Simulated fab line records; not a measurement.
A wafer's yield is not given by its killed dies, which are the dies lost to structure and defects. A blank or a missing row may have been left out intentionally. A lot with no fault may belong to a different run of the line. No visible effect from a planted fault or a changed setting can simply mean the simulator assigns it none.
Split-lot trial :: flow n5-finfet :: 7 lots, 39 wafers read, on a route of 1938 steps

== THE SPLIT ==
At N5_SD_EPI_N_EPI_21 (deposits Si:P, time 690 s), the setting epi-growth-time-s was moved away from the recipe's 690 s on 15 of the 39 wafers read, by -58.8% to +37.2%. The other wafers ran this setting at the recipe's value.

== FROM THE SPLIT TO THE READING: what the file shows between them, 5 steps ==
- N5_SD_EPI_N_EPI_MEAS_23
- N5_SD_EPI_N_PRECLEAN_24: cleans in O3/DIW, time 60 s
- N5_SD_EPI_N_SRD_25: time 30 s
- N5_SD_ACTIVATION_RTA_00: time 0 s
- N5_SD_ACTIVATION_LSA_01: time 0.0008 s

== THE READING ==
RS_SD_N (ohm/sq), read at N5_SD_ACTIVATION_RS_MEAS_03 with a four-point probe. Typical for fault-free wafers on this fab line: 21.94 ohm/sq, with standard deviation 0.28 ohm/sq.

wafer: L075.1
tool, chamber at the split: epi-rpcvd-01, 0
epi-growth-time-s as run, s: 690
against the recipe: recipe
RS_SD_N, ohm/sq: 21.95
against lot-mates on the recipe: -

wafer: L075.2
tool, chamber at the split: epi-rpcvd-01, 0
epi-growth-time-s as run, s: 338.3
against the recipe: -51.0%
RS_SD_N, ohm/sq: 40.98
against lot-mates on the recipe: +19.12

wafer: L075.3
tool, chamber at the split: epi-rpcvd-01, 0
epi-growth-time-s as run, s: 338.3
against the recipe: -51.0%
RS_SD_N, ohm/sq: 40.22
against lot-mates on the recipe: +18.36

wafer: L075.4
tool, chamber at the split: epi-rpcvd-01, 0
epi-growth-time-s as run, s: 338.3
against the recipe: -51.0%
RS_SD_N, ohm/sq: 40.72
against lot-mates on the recipe: +18.86

wafer: L075.5
tool, chamber at the split: epi-rpcvd-01, 0
epi-growth-time-s as run, s: 690
against the recipe: recipe
RS_SD_N, ohm/sq: 21.96
against lot-mates on the recipe: -

wafer: L075.6
tool, chamber at the split: epi-rpcvd-01, 0
epi-growth-time-s as run, s: 690
against the recipe: recipe
RS_SD_N, ohm/sq: 21.68
against lot-mates on the recipe: -

wafer: L080.2
tool, chamber at the split: epi-rpcvd-02, 0
epi-growth-time-s as run, s: 690
against the recipe: recipe
RS_SD_N, ohm/sq: 21.99
against lot-mates on the recipe: -

wafer: L080.5
tool, chamber at the split: epi-rpcvd-02, 0
epi-growth-time-s as run, s: 690
against the recipe: recipe
RS_SD_N, ohm/sq: 22.07
against lot-mates on the recipe: -

wafer: L080.6
tool, chamber at the split: epi-rpcvd-02, 0
epi-growth-time-s as run, s: 690
against the recipe: recipe
RS_SD_N, ohm/sq: 21.84
against lot-mates on the recipe: -

wafer: L084.1
tool, chamber at the split: epi-rpcvd-01, 0
epi-growth-time-s as run, s: 690
against the recipe: recipe
RS_SD_N, ohm/sq: 21.53
against lot-mates on the recipe: -

wafer: L084.2
tool, chamber at the split: epi-rpcvd-01, 0
epi-growth-time-s as run, s: 429.5
against the recipe: -37.8%
RS_SD_N, ohm/sq: 32.32
against lot-mates on the recipe: +10.71

wafer: L084.3
tool, chamber at the split: epi-rpcvd-01, 0
epi-growth-time-s as run, s: 690
against the recipe: recipe
RS_SD_N, ohm/sq: 21.49
against lot-mates on the recipe: -

wafer: L084.4
tool, chamber at the split: epi-rpcvd-01, 0
epi-growth-time-s as run, s: 429.5
against the recipe: -37.8%
RS_SD_N, ohm/sq: 32.14
against lot-mates on the recipe: +10.53

wafer: L084.5
tool, chamber at the split: epi-rpcvd-01, 0
epi-growth-time-s as run, s: 429.5
against the recipe: -37.8%
RS_SD_N, ohm/sq: 32.24
against lot-mates on the recipe: +10.63

wafer: L084.6
tool, chamber at the split: epi-rpcvd-01, 0
epi-growth-time-s as run, s: 690
against the recipe: recipe
RS_SD_N, ohm/sq: 21.82
against lot-mates on the recipe: -

wafer: L089.1
tool, chamber at the split: epi-rpcvd-01, 0
epi-growth-time-s as run, s: 284.2
against the recipe: -58.8%
RS_SD_N, ohm/sq: 49.80
against lot-mates on the recipe: +27.71

wafer: L089.2
tool, chamber at the split: epi-rpcvd-01, 0
epi-growth-time-s as run, s: 690
against the recipe: recipe
RS_SD_N, ohm/sq: 22.15
against lot-mates on the recipe: -

wafer: L089.3
tool, chamber at the split: epi-rpcvd-01, 0
epi-growth-time-s as run, s: 284.2
against the recipe: -58.8%
RS_SD_N, ohm/sq: 49.94
against lot-mates on the recipe: +27.85

wafer: L089.4
tool, chamber at the split: epi-rpcvd-01, 0
epi-growth-time-s as run, s: 690
against the recipe: recipe
RS_SD_N, ohm/sq: 22.02
against lot-mates on the recipe: -

wafer: L089.5
tool, chamber at the split: epi-rpcvd-01, 0
epi-growth-time-s as run, s: 690
against the recipe: recipe
RS_SD_N, ohm/sq: 22.10
against lot-mates on the recipe: -

wafer: L089.6
tool, chamber at the split: epi-rpcvd-01, 0
epi-growth-time-s as run, s: 284.2
against the recipe: -58.8%
RS_SD_N, ohm/sq: 49.22
against lot-mates on the recipe: +27.13

wafer: L090.1
tool, chamber at the split: epi-rpcvd-01, 0
epi-growth-time-s as run, s: 690
against the recipe: recipe
RS_SD_N, ohm/sq: 22.08
against lot-mates on the recipe: -

wafer: L090.2
tool, chamber at the split: epi-rpcvd-01, 0
epi-growth-time-s as run, s: 690
against the recipe: recipe
RS_SD_N, ohm/sq: 22.54
against lot-mates on the recipe: -

wafer: L090.3
tool, chamber at the split: epi-rpcvd-01, 0
epi-growth-time-s as run, s: 946.9
against the recipe: +37.2%
RS_SD_N, ohm/sq: 17.67
against lot-mates on the recipe: -4.63

wafer: L090.4
tool, chamber at the split: epi-rpcvd-01, 0
epi-growth-time-s as run, s: 946.9
against the recipe: +37.2%
RS_SD_N, ohm/sq: 17.70
against lot-mates on the recipe: -4.60

wafer: L090.5
tool, chamber at the split: epi-rpcvd-01, 0
epi-growth-time-s as run, s: 946.9
against the recipe: +37.2%
RS_SD_N, ohm/sq: 17.51
against lot-mates on the recipe: -4.79

wafer: L090.6
tool, chamber at the split: epi-rpcvd-01, 0
epi-growth-time-s as run, s: 690
against the recipe: recipe
RS_SD_N, ohm/sq: 22.27
against lot-mates on the recipe: -

wafer: L092.1
tool, chamber at the split: epi-rpcvd-01, 0
epi-growth-time-s as run, s: 690
against the recipe: recipe
RS_SD_N, ohm/sq: 21.96
against lot-mates on the recipe: -

wafer: L092.2
tool, chamber at the split: epi-rpcvd-01, 0
epi-growth-time-s as run, s: 494
against the recipe: -28.4%
RS_SD_N, ohm/sq: 28.26
against lot-mates on the recipe: +6.37

wafer: L092.3
tool, chamber at the split: epi-rpcvd-01, 0
epi-growth-time-s as run, s: 690
against the recipe: recipe
RS_SD_N, ohm/sq: 21.70
against lot-mates on the recipe: -

wafer: L092.4
tool, chamber at the split: epi-rpcvd-01, 0
epi-growth-time-s as run, s: 494
against the recipe: -28.4%
RS_SD_N, ohm/sq: 28.24
against lot-mates on the recipe: +6.35

wafer: L092.5
tool, chamber at the split: epi-rpcvd-01, 0
epi-growth-time-s as run, s: 494
against the recipe: -28.4%
RS_SD_N, ohm/sq: 28.01
against lot-mates on the recipe: +6.12

wafer: L092.6
tool, chamber at the split: epi-rpcvd-01, 0
epi-growth-time-s as run, s: 690
against the recipe: recipe
RS_SD_N, ohm/sq: 22.02
against lot-mates on the recipe: -

wafer: L096.1
tool, chamber at the split: epi-rpcvd-01, 0
epi-growth-time-s as run, s: 690
against the recipe: recipe
RS_SD_N, ohm/sq: 22.48
against lot-mates on the recipe: -

wafer: L096.2
tool, chamber at the split: epi-rpcvd-01, 0
epi-growth-time-s as run, s: 690
against the recipe: recipe
RS_SD_N, ohm/sq: 22.08
against lot-mates on the recipe: -

wafer: L096.3
tool, chamber at the split: epi-rpcvd-01, 0
epi-growth-time-s as run, s: 690
against the recipe: recipe
RS_SD_N, ohm/sq: 21.74
against lot-mates on the recipe: -

wafer: L096.4
tool, chamber at the split: epi-rpcvd-01, 0
epi-growth-time-s as run, s: 690
against the recipe: recipe
RS_SD_N, ohm/sq: 22.16
against lot-mates on the recipe: -

wafer: L096.5
tool, chamber at the split: epi-rpcvd-01, 0
epi-growth-time-s as run, s: 690
against the recipe: recipe
RS_SD_N, ohm/sq: 22.30
against lot-mates on the recipe: -

wafer: L096.6
tool, chamber at the split: epi-rpcvd-01, 0
epi-growth-time-s as run, s: 690
against the recipe: recipe
RS_SD_N, ohm/sq: 21.98
against lot-mates on the recipe: -

THE FIT
A straight line over all 39 wafers: RS_SD_N changes by -0.327 ohm/sq for each +1% of epi-growth-time-s; r = -0.93; the points scatter about the line by 3.3 ohm/sq.
The same after taking each lot's own level away (the mean of its wafers on the recipe; 39 wafers): -0.33 ohm/sq for each +1%; r = -0.93; scatter 3.2 ohm/sq.
The reading moves by 19 ohm/sq for the largest change in epi-growth-time-s, on that fit.
From 21.613 to 22.297 ohm/sq: that is the span of the lots' own levels, equal to 2.4 times the standard deviation above.
The two slopes agree, so the slope changes little with the lot-to-lot level.
Check: +19.4 ohm/sq against its lot-mates is what the line predicts for one of the wafers moved furthest among these (-58.8%) when that wafer is left out of the fit. It came out at +27.7 ohm/sq against them.

== OTHER SPLITS APPLIED TO THESE WAFERS ==
Note: prior to the reading, these wafers also went through further splits. Each is held against what the fit with the lots' levels taken away leaves over:
other split on the same wafers: N5_ZERO_LAYER_DEVELOP_10 develop-time-s
wafers away from the commonest value: 9
r with RS_SD_N (lot level and that fit taken away): -0.03

other split on the same wafers: N5_FIN_SAQP_PECVD_06 time-s
wafers away from the commonest value: 15
r with RS_SD_N (lot level and that fit taken away): -0.14

== THE WHOLE CHAIN: every reading that the file lists as answering this split, in the file's order ==
step: N5_SD_EPI_N_EPI_21
what it does: deposits Si:P, time 690 s
reading: Si-P_of_SD_EPI_N_EPI_21.thk-nm (the simulator's own value, which no gauge read)
change (the file's fit): +0.513 nm for each +1% of the setting
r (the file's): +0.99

step: N5_SD_EPI_N_EPI_MEAS_23
what it does: 
reading: thk-nm
change (the file's fit): withheld for each +1% of the setting
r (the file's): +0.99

step: N5_SD_ACTIVATION_RS_MEAS_03
what it does: measures by four-point-probe
reading: RS_SD_N
change (the file's fit): -0.344 for each +1% of the setting
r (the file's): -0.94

== FILE'S OWN FIT ==
RS_SD_N changes by -0.344 ohm/sq for each +1% of epi-growth-time-s, r = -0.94.
